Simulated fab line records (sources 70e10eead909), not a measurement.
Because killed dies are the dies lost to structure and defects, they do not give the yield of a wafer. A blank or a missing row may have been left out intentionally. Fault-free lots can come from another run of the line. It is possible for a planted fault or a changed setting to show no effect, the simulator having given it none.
Struck lot and sound lot, side by side ; flow nand-harc ; 17 steps out of a route of 1302
Sound: wafers L398.1, L398.4, L398.6. Struck: wafers L404.2, L404.4, L404.6. The cause is given at the end.
At each step with rows: each side's tool, then ch and its chambers, then its first start. Under that, the readings that differ: sound wafers ; struck wafers ; difference of the means ; sigmas: that difference in standard deviations of wafers without a fault.
alike: readings with means less than 2 such deviations apart, plus words and numbers identical on both sides. not compared: withheld readings, readings lacking a value on some wafer, bounds such as >300 that could conceal the same value, and numbers that have no deviation in the record and whose values overlap.
A row with sigmas, a row that says differs or no value, or rows on one side alone: a step with any of these is where the two part. Numbers that don't overlap but have no deviation are shown without sigmas and don't part them. A reading that every wafer of one side lacks parts them only if that side has two wafers or more.

NHARC_P_M2_INSPECT_11:
  sound: defect-inspect-02 at day 7 19:01; struck: defect-inspect-02 at day 9 22:16
  alike: raw-defect-count
then, 1 step without rows for these wafers: NHARC_P_M2_DESCUM_14 (chemistry O2, time 3 s).
NHARC_P_M2_ETCH_35: etches the open film in N2/H2, target depth 40 nm, overetch 12 nm, time 43.94 s.
  sound on rie-diel-12 ch 0,3, day 7 19:10; struck on rie-diel-10 ch 0,2,3, day 9 22:25
  alike: drypump-motor-current-A, h2-flow-sccm, oes-product-au, rf-vpp-V, showerhead-plenum-p-Torr, throttle-valve-pct
  not compared: rf-hours-counter-h
then, 1 step without rows for these wafers: NHARC_P_M2_ETCH_15 (etches the open film in C4F8/Ar, target depth 182.5 nm, time 91.2 s).
NHARC_P_M2_CD_MEAS_16:
  sound: cd-sem-03 at day 7 19:23; struck: cd-sem-01 at day 9 22:38
  alike: cd-nm
NHARC_P_M2_STRIP_18: strips in N2/H2.
  sound on rie-diel-10 ch 2,3, day 7 19:28; struck on rie-diel-12 ch 1,2,3, day 9 22:44
  alike: drypump-motor-current-A, h2-flow-sccm, oes-product-au, rf-vpp-V, showerhead-plenum-p-Torr, throttle-valve-pct
  not compared: rf-hours-counter-h
NHARC_P_M2_ETCH_28: etches the open film in CF4/N2, target depth 30 nm, time 72.99 s.
  sound: rie-diel-10 ch 0,1,3; struck: rie-diel-12 ch 0,1
  alike: drypump-motor-current-A, oes-product-au, rf-vpp-V, showerhead-plenum-p-Torr, throttle-valve-pct
  not compared: rf-hours-counter-h
then, 1 step without rows for these wafers: NHARC_P_M2_STRIP_19 (strips in post etch residue remover, time 600 s).
NHARC_P_M2_DEGAS_29: time 60 s.
  sound: pvd-sputter-02 at day 7 20:06; struck: pvd-sputter-02 at day 9 23:21
  alike: heater-power-w
then, 1 step without rows for these wafers: NHARC_P_M2_PRE_CLEAN_30 (time 30 s).
NHARC_P_M2_PVD_20: deposits TaN, target thk 5 nm, time 8.06 s.
  sound on pvd-sputter-02; struck on pvd-sputter-02
  alike: cathode-dc-power-W, substrate-temp-c, throttle-valve-pct
then, 1 step without rows for these wafers: NHARC_P_M2_PVD_21 (deposits Cu, target thk 30 nm, time 20.49 s).
NHARC_P_M2_ECD_22: material Cu, target thk 400 nm.
  sound on ecd-cu-02 ch 0,1, day 7 20:31; struck on ecd-cu-02 ch 0, day 9 23:47
  no value came back on the struck wafers for bath-heat-duty-pct (%), bath-temp-c (C); on the sound wafers bath-heat-duty-pct (%) reads 4.8 4.7 6.0
then, 1 step without rows for these wafers: NHARC_P_M2_ANNEAL_31 (time 90 s).
NHARC_P_M2_CMP_23: polishes, t overpolish 20 s, target thk 144.3 nm.
  sound on cmp-02 ch 0,3, day 7 21:11; struck on cmp-02 ch 1,3, day 10 00:29
reading;sound;struck;difference;sigmas
time-to-endpoint-s (s);32.4 29.2 28.0;0.0 0.0 1.1;-29.5;-10
  alike: motor-current-A
NHARC_P_M2_THK_MEAS_24: measures by xrf.
  sound: film-metro-01 at day 7 21:29; struck: film-metro-02 at day 10 00:46
reading;sound;struck;difference;sigmas
thk-nm (nm);144.7 145.0 145.1;31.3 31.2 30.0;-114.1;-76
following that, these wafers have no rows for 1 step: NHARC_P_M2_SRD_25.

WHERE THEY PART
Last at NHARC_P_M2_THK_MEAS_24 as far as this record goes, first at NHARC_P_M2_ECD_22.

WHY: what the simulator had put in
Entire step skipped (ecd-cu-02, NHARC_P_M2_ECD_22), from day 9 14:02 onward. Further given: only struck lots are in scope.
